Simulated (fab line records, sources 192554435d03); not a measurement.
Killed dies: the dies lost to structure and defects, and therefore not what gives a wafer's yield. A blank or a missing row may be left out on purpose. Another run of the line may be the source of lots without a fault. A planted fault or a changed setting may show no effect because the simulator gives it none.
Which tool was responsible? || flow n5 finfet || 10 lots with 29 wafers sampled at 5 steps, on a route of 1938 steps

WHAT EACH GAUGE READ, for each wafer
N5_BEOL_M1_CD_MEAS_11: target cd 17.05 nm. Usual: cd nm 17.02 nm, standard deviation 0.21.
{"lot": "L771", "measured": "day 6 07:11", "on": "cd sem-03", "cd nm (nm)": "17.05 17.18", "flag": ""}
{"lot": "L774", "measured": "day 7 04:21", "on": "cd sem-01", "cd nm (nm)": "17.06 17.27 16.89", "flag": ""}
{"lot": "L780", "measured": "day 8 18:38", "on": "cd sem-02", "cd nm (nm)": "17.07 17.06 16.58", "flag": ""}
{"lot": "L781", "measured": "day 8 22:52", "on": "cd sem-01", "cd nm (nm)": "16.82 16.80 16.99", "flag": ""}
{"lot": "L782", "measured": "day 9 04:13", "on": "cd sem-02", "cd nm (nm)": "16.95 16.90 17.37", "flag": ""}
{"lot": "L785", "measured": "day 9 19:55", "on": "cd sem-02", "cd nm (nm)": "17.52 16.83 17.34", "flag": ""}
{"lot": "L787", "measured": "day 10 09:15", "on": "cd sem-01", "cd nm (nm)": "16.60 17.09 16.94", "flag": ""}
{"lot": "L788", "measured": "day 10 20:25", "on": "cd sem-01", "cd nm (nm)": "16.74 16.66 17.27", "flag": ""}
{"lot": "L789", "measured": "day 11 11:35", "on": "cd sem-01", "cd nm (nm)": "17.10 17.09 16.70", "flag": ""}
{"lot": "L791", "measured": "day 11 12:14", "on": "cd sem-02", "cd nm (nm)": "16.82 16.87 17.00", "flag": ""}

N5_BEOL_M1_OVL_MEAS_12. Usual: M1_OVL gives 0.1 nm (standard deviation 0.59).
{"lot": "L771", "measured": "day 6 07:14", "on": "overlay-01", "M1_OVL (nm)": "-0.3 0.0", "flag": ""}
{"lot": "L774", "measured": "day 7 04:23", "on": "overlay-01", "M1_OVL (nm)": "-0.2 0.4 0.3", "flag": ""}
{"lot": "L780", "measured": "day 8 18:41", "on": "overlay-01", "M1_OVL (nm)": "2.0 0.5 0.7", "flag": ""}
{"lot": "L781", "measured": "day 8 22:53", "on": "overlay-01", "M1_OVL (nm)": "-1.2 0.1 0.1", "flag": ""}
{"lot": "L782", "measured": "day 9 04:15", "on": "overlay-01", "M1_OVL (nm)": "0.5 -0.3 0.9", "flag": ""}
{"lot": "L785", "measured": "day 9 19:57", "on": "overlay-01", "M1_OVL (nm)": "-0.2 0.2 0.1", "flag": ""}
{"lot": "L787", "measured": "day 10 09:17", "on": "overlay-01", "M1_OVL (nm)": "-0.5 0.5 0.1", "flag": ""}
{"lot": "L788", "measured": "day 10 20:27", "on": "overlay-02", "M1_OVL (nm)": "0.0 0.4 -0.1", "flag": ""}
{"lot": "L789", "measured": "day 11 11:37", "on": "overlay-01", "M1_OVL (nm)": "0.3 0.6 -0.2", "flag": ""}
{"lot": "L791", "measured": "day 11 12:16", "on": "overlay-02", "M1_OVL (nm)": "0.7 -0.2 -0.1", "flag": ""}

N5_BEOL_M4_RC_MEAS_101. Usual: DIBL_N 36.0 mV/V, standard deviation 1.6; DIBL_P 36.1 mV/V, standard deviation 2; IOFF_N 0.160 nA/um, standard deviation 0.029; IOFF_P 0.21 nA/um, standard deviation 0.039; ION_N 675 uA/um, standard deviation 13; ION_P 464 uA/um, standard deviation 8.8; SS_N 71.5 mV/dec, standard deviation 0.58; SS_P 73.3 mV/dec, standard deviation 0.65; VT_N 250 mV, standard deviation 3.3; VT_P -249 mV, standard deviation 3.6.
{"lot": "L771", "measured": "day 8 01:37", "on": "prober-01", "DIBL_N (mV/V)": "37.5 36.0", "DIBL_P (mV/V)": "36.4 34.5", "IOFF_N (nA/um)": "0.174 0.149", "IOFF_P (nA/um)": "0.24 0.21", "ION_N (uA/um)": "666 667", "ION_P (uA/um)": "460 460", "SS_N (mV/dec)": "71.8 71.1", "SS_P (mV/dec)": "74.0 72.7", "VT_N (mV)": "251 251", "VT_P (mV)": "-248 -250", "flag": ""}
{"lot": "L774", "measured": "day 8 23:21", "on": "prober-02", "DIBL_N (mV/V)": "33.7 32.2 35.7", "DIBL_P (mV/V)": "35.3 33.5 37.8", "IOFF_N (nA/um)": "0.146 0.118 0.175", "IOFF_P (nA/um)": "0.19 0.17 0.23", "ION_N (uA/um)": "678 675 678", "ION_P (uA/um)": "463 466 463", "SS_N (mV/dec)": "71.2 70.8 70.7", "SS_P (mV/dec)": "73.1 72.7 73.7", "VT_N (mV)": "250 253 247", "VT_P (mV)": "-252 -250 -249", "flag": ""}
{"lot": "L780", "measured": "day 10 18:43", "on": "prober-02", "DIBL_N (mV/V)": "36.3 36.4 37.7", "DIBL_P (mV/V)": "36.7 37.4 38.8", "IOFF_N (nA/um)": "0.166 0.165 0.180", "IOFF_P (nA/um)": "0.23 0.25 0.26", "ION_N (uA/um)": "679 678 672", "ION_P (uA/um)": "463 471 458", "SS_N (mV/dec)": "72.5 72.9 72.1", "SS_P (mV/dec)": "72.7 73.8 73.5", "VT_N (mV)": "248 249 248", "VT_P (mV)": "-246 -243 -247", "flag": ""}
{"lot": "L781", "measured": "day 10 20:14", "on": "prober-01", "DIBL_N (mV/V)": "38.9 38.3 37.0", "DIBL_P (mV/V)": "40.7 39.9 38.5", "IOFF_N (nA/um)": "0.232 0.210 0.171", "IOFF_P (nA/um)": "0.32 0.31 0.26", "ION_N (uA/um)": "697 696 671", "ION_P (uA/um)": "482 487 474", "SS_N (mV/dec)": "72.8 71.8 72.0", "SS_P (mV/dec)": "74.6 74.6 73.7", "VT_N (mV)": "244 245 252", "VT_P (mV)": "-243 -243 -245", "flag": ""}
{"lot": "L782", "measured": "day 10 22:04", "on": "prober-02", "DIBL_N (mV/V)": "35.3 35.9 36.4", "DIBL_P (mV/V)": "34.1 35.1 35.6", "IOFF_N (nA/um)": "0.138 0.154 0.165", "IOFF_P (nA/um)": "0.19 0.20 0.21", "ION_N (uA/um)": "681 678 694", "ION_P (uA/um)": "470 472 474", "SS_N (mV/dec)": "70.5 70.8 72.1", "SS_P (mV/dec)": "73.3 72.9 73.4", "VT_N (mV)": "251 250 247", "VT_P (mV)": "-252 -251 -250", "flag": ""}
{"lot": "L785", "measured": "day 12 01:01", "on": "prober-01", "DIBL_N (mV/V)": "37.8 36.3 36.0", "DIBL_P (mV/V)": "37.4 35.7 34.8", "IOFF_N (nA/um)": "0.193 0.152 0.136", "IOFF_P (nA/um)": "0.20 0.18 0.16", "ION_N (uA/um)": "694 681 657", "ION_P (uA/um)": "463 461 444", "SS_N (mV/dec)": "71.6 71.6 71.0", "SS_P (mV/dec)": "74.1 74.1 72.7", "VT_N (mV)": "245 251 253", "VT_P (mV)": "-251 -252 -254", "flag": ""}
{"lot": "L787", "measured": "day 12 04:14", "on": "prober-01", "DIBL_N (mV/V)": "37.1 35.7 34.8", "DIBL_P (mV/V)": "38.1 36.5 35.1", "IOFF_N (nA/um)": "0.203 0.154 0.144", "IOFF_P (nA/um)": "0.22 0.20 0.18", "ION_N (uA/um)": "685 661 670", "ION_P (uA/um)": "463 463 455", "SS_N (mV/dec)": "71.5 71.4 70.7", "SS_P (mV/dec)": "73.6 73.8 72.9", "VT_N (mV)": "245 248 250", "VT_P (mV)": "-248 -248 -253", "flag": ""}
{"lot": "L788", "measured": "day 12 22:20", "on": "prober-02", "DIBL_N (mV/V)": "37.0 38.7 38.2", "DIBL_P (mV/V)": "37.9 39.9 40.1", "IOFF_N (nA/um)": "0.177 0.218 0.195", "IOFF_P (nA/um)": "0.24 0.30 0.29", "ION_N (uA/um)": "694 711 689", "ION_P (uA/um)": "478 482 480", "SS_N (mV/dec)": "72.3 72.2 72.1", "SS_P (mV/dec)": "73.2 74.3 73.8", "VT_N (mV)": "245 244 244", "VT_P (mV)": "-245 -244 -244", "flag": ""}
{"lot": "L789", "measured": "day 13 09:56", "on": "prober-01", "DIBL_N (mV/V)": "34.8 36.2 36.8", "DIBL_P (mV/V)": "34.0 35.5 35.9", "IOFF_N (nA/um)": "0.146 0.154 0.174", "IOFF_P (nA/um)": "0.17 0.20 0.21", "ION_N (uA/um)": "687 681 699", "ION_P (uA/um)": "463 469 468", "SS_N (mV/dec)": "70.9 71.5 71.2", "SS_P (mV/dec)": "72.3 73.7 73.0", "VT_N (mV)": "247 248 247", "VT_P (mV)": "-252 -250 -250", "flag": ""}
{"lot": "L791", "measured": "day 13 06:37", "on": "prober-02", "DIBL_N (mV/V)": "31.8 32.8 35.6", "DIBL_P (mV/V)": "33.0 34.9 37.3", "IOFF_N (nA/um)": "0.115 0.123 0.171", "IOFF_P (nA/um)": "0.18 0.21 0.24", "ION_N (uA/um)": "667 663 681", "ION_P (uA/um)": "461 468 471", "SS_N (mV/dec)": "70.8 71.1 71.3", "SS_P (mV/dec)": "72.4 73.2 73.8", "VT_N (mV)": "256 254 249", "VT_P (mV)": "-250 -246 -247", "flag": ""}

TOOL THAT RAN EACH LOT (tool first, then ch and the chambers of the sampled wafers, then the start)
{"lot": "L771", "N5_BEOL_M1_DESCUM_33": "rie diel-02 ch 0,3, day 6 08:12", "N5_BEOL_M1_ETCH_70": "rie diel-02 ch 2,3, day 6 13:27"}
{"lot": "L774", "N5_BEOL_M1_DESCUM_33": "rie diel-01 ch 1,2, day 7 05:38", "N5_BEOL_M1_ETCH_70": "rie diel-05 ch 1,2,3, day 7 09:19"}
{"lot": "L780", "N5_BEOL_M1_DESCUM_33": "rie diel-01 ch 2,3, day 8 19:38", "N5_BEOL_M1_ETCH_70": "rie diel-01 ch 2,3, day 8 22:16"}
{"lot": "L781", "N5_BEOL_M1_DESCUM_33": "rie diel-01 ch 0,1, day 8 23:54", "N5_BEOL_M1_ETCH_70": "rie diel-01 ch 0,1,3, day 9 02:04"}
{"lot": "L782", "N5_BEOL_M1_DESCUM_33": "rie diel-01 ch 0,1,2, day 9 05:23", "N5_BEOL_M1_ETCH_70": "rie diel-02 ch 1,2,3, day 9 07:31"}
{"lot": "L785", "N5_BEOL_M1_DESCUM_33": "rie diel-01 ch 0,1,3, day 9 21:02", "N5_BEOL_M1_ETCH_70": "rie diel-02 ch 0,1,3, day 10 01:03"}
{"lot": "L787", "N5_BEOL_M1_DESCUM_33": "rie diel-01 ch 0,2, day 10 10:29", "N5_BEOL_M1_ETCH_70": "rie diel-02 ch 0,3, day 10 11:55"}
{"lot": "L788", "N5_BEOL_M1_DESCUM_33": "rie diel-01 ch 0,1, day 10 21:25", "N5_BEOL_M1_ETCH_70": "rie diel-02 ch 0,2,3, day 10 21:43"}
{"lot": "L789", "N5_BEOL_M1_DESCUM_33": "rie diel-02 ch 0,1,2, day 11 12:37", "N5_BEOL_M1_ETCH_70": "rie diel-01 ch 0,1, day 11 15:32"}
{"lot": "L791", "N5_BEOL_M1_DESCUM_33": "rie diel-02 ch 0,2,3, day 11 13:21", "N5_BEOL_M1_ETCH_70": "rie diel-01 ch 0,2,3, day 11 17:43"}
- N5_BEOL_M1_DESCUM_33: chemistry O2, time 7 s.
- N5_BEOL_M1_ETCH_70: etches SOC in N2/H2, target depth 80 nm, overetch 16 nm, time 120 s.

WHAT THE TOOLS THEMSELVES READ (means of the sampled wafers that have a number; where no wafer has one, the mark that the record gives instead)
N5_BEOL_M1_DESCUM_33. Usual: for drypump motor current A, 5.8 A with a standard deviation of 0.47; for oes product au, 0.75 a.u. with a standard deviation of 0.062; for rf fwd power W, 49.37 W with a standard deviation of 0.22; for rf vpp V, 243.1 V with a standard deviation of 1.4; for showerhead plenum p Torr, 2.09 Torr with a standard deviation of 0.065; for temp c, 40.01 C with a standard deviation of 0.099; for throttle valve pct, 20.46 % with a standard deviation of 0.19.
{"lot": "L771", "tool": "rie diel-02", "drypump motor current A (A)": 5.8, "oes product au (a.u.)": 0.73, "rf fwd power W (W)": 49.38, "rf vpp V (V)": 242.8, "showerhead plenum p Torr (Torr)": 2.05, "temp c (C)": 39.92, "throttle valve pct (%)": 20.39, "flag": ""}
{"lot": "L774", "tool": "rie diel-01", "drypump motor current A (A)": 6.3, "oes product au (a.u.)": 0.85, "rf fwd power W (W)": 49.38, "rf vpp V (V)": 244.1, "showerhead plenum p Torr (Torr)": 2.14, "temp c (C)": 39.99, "throttle valve pct (%)": 20.32, "flag": ""}
{"lot": "L780", "tool": "rie diel-01", "drypump motor current A (A)": 5.7, "oes product au (a.u.)": 0.72, "rf fwd power W (W)": 49.21, "rf vpp V (V)": 243.7, "showerhead plenum p Torr (Torr)": 2.10, "temp c (C)": 39.99, "throttle valve pct (%)": 20.50, "flag": ""}
{"lot": "L781", "tool": "rie diel-01", "drypump motor current A (A)": 6.2, "oes product au (a.u.)": 0.81, "rf fwd power W (W)": 49.32, "rf vpp V (V)": 242.2, "showerhead plenum p Torr (Torr)": 2.06, "temp c (C)": 39.89, "throttle valve pct (%)": 20.62, "flag": ""}
{"lot": "L782", "tool": "rie diel-01", "drypump motor current A (A)": 6.2, "oes product au (a.u.)": 0.79, "rf fwd power W (W)": 49.36, "rf vpp V (V)": 243.6, "showerhead plenum p Torr (Torr)": 2.10, "temp c (C)": 40.05, "throttle valve pct (%)": 20.51, "flag": ""}
{"lot": "L785", "tool": "rie diel-01", "drypump motor current A (A)": 5.8, "oes product au (a.u.)": 0.79, "rf fwd power W (W)": 49.31, "rf vpp V (V)": 242.6, "showerhead plenum p Torr (Torr)": 2.06, "temp c (C)": 40.06, "throttle valve pct (%)": 20.56, "flag": ""}
{"lot": "L787", "tool": "rie diel-01", "drypump motor current A (A)": 6.0, "oes product au (a.u.)": 0.74, "rf fwd power W (W)": 49.52, "rf vpp V (V)": 242.5, "showerhead plenum p Torr (Torr)": 2.06, "temp c (C)": 40.05, "throttle valve pct (%)": 20.69, "flag": ""}
{"lot": "L788", "tool": "rie diel-01", "drypump motor current A (A)": 6.3, "oes product au (a.u.)": 0.84, "rf fwd power W (W)": 49.18, "rf vpp V (V)": 243.0, "showerhead plenum p Torr (Torr)": 2.09, "temp c (C)": 39.98, "throttle valve pct (%)": 20.47, "flag": ""}
{"lot": "L789", "tool": "rie diel-02", "drypump motor current A (A)": 5.6, "oes product au (a.u.)": 0.71, "rf fwd power W (W)": 49.31, "rf vpp V (V)": 243.8, "showerhead plenum p Torr (Torr)": 2.10, "temp c (C)": 40.02, "throttle valve pct (%)": 20.36, "flag": ""}
{"lot": "L791", "tool": "rie diel-02", "drypump motor current A (A)": 5.5, "oes product au (a.u.)": 0.72, "rf fwd power W (W)": 49.38, "rf vpp V (V)": 243.9, "showerhead plenum p Torr (Torr)": 2.04, "temp c (C)": 39.99, "throttle valve pct (%)": 20.39, "flag": ""}

N5_BEOL_M1_ETCH_70. Usual: for drypump motor current A, 5.8 A with a standard deviation of 0.47; for oes product au, 0.57 a.u. with a standard deviation of 0.044; for rf fwd power W, 835.8 W with a standard deviation of 2.7; for rf vpp V, 523.6 V with a standard deviation of 2.7; for showerhead plenum p Torr, 2.53 Torr with a standard deviation of 0.087; for temp c, 40.00 C with a standard deviation of 0.11; for throttle valve pct, 17.86 % with a standard deviation of 0.15.
{"lot": "L771", "tool": "rie diel-02", "drypump motor current A (A)": 5.5, "oes product au (a.u.)": 0.56, "rf fwd power W (W)": 835.8, "rf vpp V (V)": 521.7, "showerhead plenum p Torr (Torr)": 2.48, "temp c (C)": 39.97, "throttle valve pct (%)": 17.84, "flag": ""}
{"lot": "L774", "tool": "rie diel-05", "drypump motor current A (A)": 5.6, "oes product au (a.u.)": 0.56, "rf fwd power W (W)": 836.1, "rf vpp V (V)": 525.6, "showerhead plenum p Torr (Torr)": 2.56, "temp c (C)": 39.92, "throttle valve pct (%)": 17.99, "flag": ""}
{"lot": "L780", "tool": "rie diel-01", "drypump motor current A (A)": 5.3, "oes product au (a.u.)": 0.55, "rf fwd power W (W)": 1036.2, "rf vpp V (V)": 485.2, "showerhead plenum p Torr (Torr)": 2.50, "temp c (C)": 40.13, "throttle valve pct (%)": 17.96, "flag": "OFF"}
{"lot": "L781", "tool": "rie diel-01", "drypump motor current A (A)": 5.8, "oes product au (a.u.)": 0.60, "rf fwd power W (W)": 1037.7, "rf vpp V (V)": 486.5, "showerhead plenum p Torr (Torr)": 2.49, "temp c (C)": 40.09, "throttle valve pct (%)": 17.90, "flag": "OFF"}
{"lot": "L782", "tool": "rie diel-02", "drypump motor current A (A)": 5.7, "oes product au (a.u.)": 0.55, "rf fwd power W (W)": 835.4, "rf vpp V (V)": 523.6, "showerhead plenum p Torr (Torr)": 2.52, "temp c (C)": 39.91, "throttle valve pct (%)": 17.80, "flag": ""}
{"lot": "L785", "tool": "rie diel-02", "drypump motor current A (A)": 5.9, "oes product au (a.u.)": 0.55, "rf fwd power W (W)": 835.3, "rf vpp V (V)": 523.1, "showerhead plenum p Torr (Torr)": 2.52, "temp c (C)": 39.88, "throttle valve pct (%)": 17.79, "flag": ""}
{"lot": "L787", "tool": "rie diel-02", "drypump motor current A (A)": 5.8, "oes product au (a.u.)": 0.54, "rf fwd power W (W)": 838.6, "rf vpp V (V)": 522.8, "showerhead plenum p Torr (Torr)": 2.49, "temp c (C)": 40.05, "throttle valve pct (%)": 17.82, "flag": ""}
{"lot": "L788", "tool": "rie diel-02", "drypump motor current A (A)": 5.5, "oes product au (a.u.)": 0.55, "rf fwd power W (W)": 835.1, "rf vpp V (V)": 521.8, "showerhead plenum p Torr (Torr)": 2.49, "temp c (C)": 39.97, "throttle valve pct (%)": 17.84, "flag": ""}
{"lot": "L789", "tool": "rie diel-01", "drypump motor current A (A)": 6.2, "oes product au (a.u.)": 0.61, "rf fwd power W (W)": 836.4, "rf vpp V (V)": 522.1, "showerhead plenum p Torr (Torr)": 2.48, "temp c (C)": 39.90, "throttle valve pct (%)": 17.91, "flag": ""}
{"lot": "L791", "tool": "rie diel-01", "drypump motor current A (A)": 5.7, "oes product au (a.u.)": 0.55, "rf fwd power W (W)": 835.3, "rf vpp V (V)": 522.0, "showerhead plenum p Torr (Torr)": 2.49, "temp c (C)": 40.08, "throttle valve pct (%)": 17.98, "flag": ""}

THE ANSWER, worked out from the rows above alone
Rule: a lot counts as off when the mean over its wafers that have a number is more than 3 standard deviations away from the usual mean. A lot without any number at a reading at which 4 lots or more have one is off too. The other lots that the step has rows for count as sound. First the gauges in route order, then the tools' own readings, where a lot's mean is used as printed above. At the first step where some lot is off, the reading lying furthest off is the one used; lots without a number count as furthest.
Off: L780, L781, at N5_BEOL_M1_ETCH_70 (rf fwd power W).
A tool fits if, at that step or a process step before it, it ran every lot that is off, and no sound lot after the first of them. None of those tried fits.

WHAT THE SIMULATOR HAD PUT IN
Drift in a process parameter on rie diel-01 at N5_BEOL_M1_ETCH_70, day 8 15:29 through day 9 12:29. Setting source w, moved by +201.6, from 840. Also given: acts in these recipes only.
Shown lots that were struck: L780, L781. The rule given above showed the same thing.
